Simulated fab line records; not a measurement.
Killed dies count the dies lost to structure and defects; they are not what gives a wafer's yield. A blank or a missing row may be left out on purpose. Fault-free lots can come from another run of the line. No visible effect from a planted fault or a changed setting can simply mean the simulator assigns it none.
Which tool did it? ; flow n5 finfet ; Sampling: 11 lots, 28 wafers, 3 of 1938 route steps

## WHAT EACH GAUGE READ, for each wafer
N5_BEOL_M5_CD_MEAS_18: pitch 56 nm, target cd 28 nm.
lot;measured;on;cd nm (nm)
L702;day 8 13:56;cd sem-02;27.3 28.0 27.6
L704;day 9 06:23;cd sem-02;28.3 28.6
L703;day 9 06:41;cd sem-03;27.9 28.1 28.0
L706;day 9 22:10;cd sem-01;27.9 28.2
L707;day 10 03:25;cd sem-02;27.7 28.0
L710;day 10 19:46;cd sem-03;27.7 28.4 27.8
L711;day 11 02:40;cd sem-02;27.6 28.5 28.3
L713;day 11 09:39;cd sem-02;27.8 28.3
L714;day 11 18:05;cd sem-02;27.5 28.0 28.0
L717;day 12 16:23;cd sem-02;28.6 27.9 28.2
L722;day 13 20:35;cd sem-03;28.3 28.1

N5_BEOL_M5_INSPECT_30: inspects for defects (brightfield).
lot;measured;on;raw defect count
L702;day 8 14:27;defect inspect-01;464 413 454
L704;day 9 07:40;defect inspect-01;457 445
L703;day 9 07:36;defect inspect-02;394 376 348
L706;day 9 22:37;defect inspect-02;494 517
L707;day 10 04:56;defect inspect-02;382 329
L710;day 10 21:03;defect inspect-01;429 424 596
L711;day 11 03:07;defect inspect-02;489 549 354
L713;day 11 10:04;defect inspect-01;265 426
L714;day 11 18:34;defect inspect-01;669 752 701
L717;day 12 18:50;defect inspect-02;899 682 928
L722;day 13 21:00;defect inspect-01;408 477

## TOOL THAT RAN EACH LOT (tool first, then ch and the chambers of the sampled wafers, then the start)
lot;N5_BEOL_M5_ETCH_61
L702;rie diel-03 ch 2,3, day 8 13:32
L704;rie diel-05 ch 0, day 9 06:00
L703;rie diel-04 ch 0,3, day 9 06:14
L706;rie diel-04 ch 2,3, day 9 21:47
L707;rie diel-05 ch 0,3, day 10 03:00
L710;rie diel-05 ch 0,2,3, day 10 19:23
L711;rie diel-03 ch 1,2,3, day 11 02:17
L713;rie diel-05 ch 0, day 11 09:16
L714;rie diel-03 ch 0,2, day 11 17:41
L717;rie diel-03 ch 0,2,3, day 12 15:59
L722;rie diel-05 ch 1,2, day 13 20:11
- N5_BEOL_M5_ETCH_61: etches SiARC in CF4, target depth 15.6 nm, time 26 s.

## AS READ BY THE TOOLS THEMSELVES (means over the sampled wafers that have a number; for cases with no such wafer, the mark the record gives instead)
N5_BEOL_M5_ETCH_61.
lot;tool;bias w (W);drypump motor current A (A);etch rf on time s (s);oes product au (a.u.);rf vpp V (V);showerhead plenum p Torr (Torr);throttle valve pct (%)
L702;rie diel-03;36.08;5.6;25.6;0.71;184.1;2.17;15.59
L704;rie diel-05;36.02;6.1;25.6;0.65;184.3;2.22;15.53
L703;rie diel-04;35.95;5.6;26.0;0.63;183.1;2.06;15.57
L706;rie diel-04;36.00;5.8;26.6;0.64;183.8;2.09;15.41
L707;rie diel-05;35.98;6.1;25.8;0.67;186.1;2.23;15.54
L710;rie diel-05;35.98;6.2;25.6;0.66;185.7;2.23;15.68
L711;rie diel-03;35.89;5.7;26.0;0.67;185.1;2.18;15.77
L713;rie diel-05;35.92;6.0;25.8;0.63;184.5;2.21;15.56
L714;rie diel-03;36.07;5.3;25.4;0.70;184.2;2.16;15.55
L717;rie diel-03;36.11;5.5;25.5;0.72;184.7;2.16;15.53
L722;rie diel-05;36.02;6.0;26.5;0.67;185.1;2.20;15.80

## THE ANSWER, worked out from the rows above alone
Rule: the lots themselves supply what counts as usual. Put in order of their means at a reading, lots are off if they are a third of the lots or fewer, leave a main group of 4 or more, and stand apart from it by a gap of 3 or more times the standard deviation of the main group's means; of several such gaps the widest counts. If all means in a main group match to the digits the tables above print for the reading, that group is not used. Also off: a lot with no number at a reading for which 4 or more lots have one. Where the step has rows for the other lots, those lots are counted as sound. The gauges are gone through in route order, then the tools' own readings, and for those a lot's mean is taken as printed above. At the first step where some lot is off, the reading lying furthest off is the one used; lots without a number count as furthest.
Off: L714, L717, at N5_BEOL_M5_INSPECT_30 (raw defect count). Mean 429 and standard deviation 54 in the main group.
If a tool, at a process step before that reading, ran all the lots that are off and no sound lot after the first of them, it fits. Those tools and the gauges at N5_BEOL_M5_INSPECT_30 are tried in the same way. One candidate fits, namely rie diel-03 at N5_BEOL_M5_ETCH_61. A fault onset in the window from L711 (day 11 02:17, its last sound lot) to L714 (day 11 17:41, its first lot off) fits.

## WHAT HAD BEEN PUT IN BY THE SIMULATOR
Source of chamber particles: rie diel-03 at N5_BEOL_M5_ETCH_61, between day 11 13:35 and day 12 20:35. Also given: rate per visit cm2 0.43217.
Struck lots among those shown: L714, L717. The rule above reached the same finding.
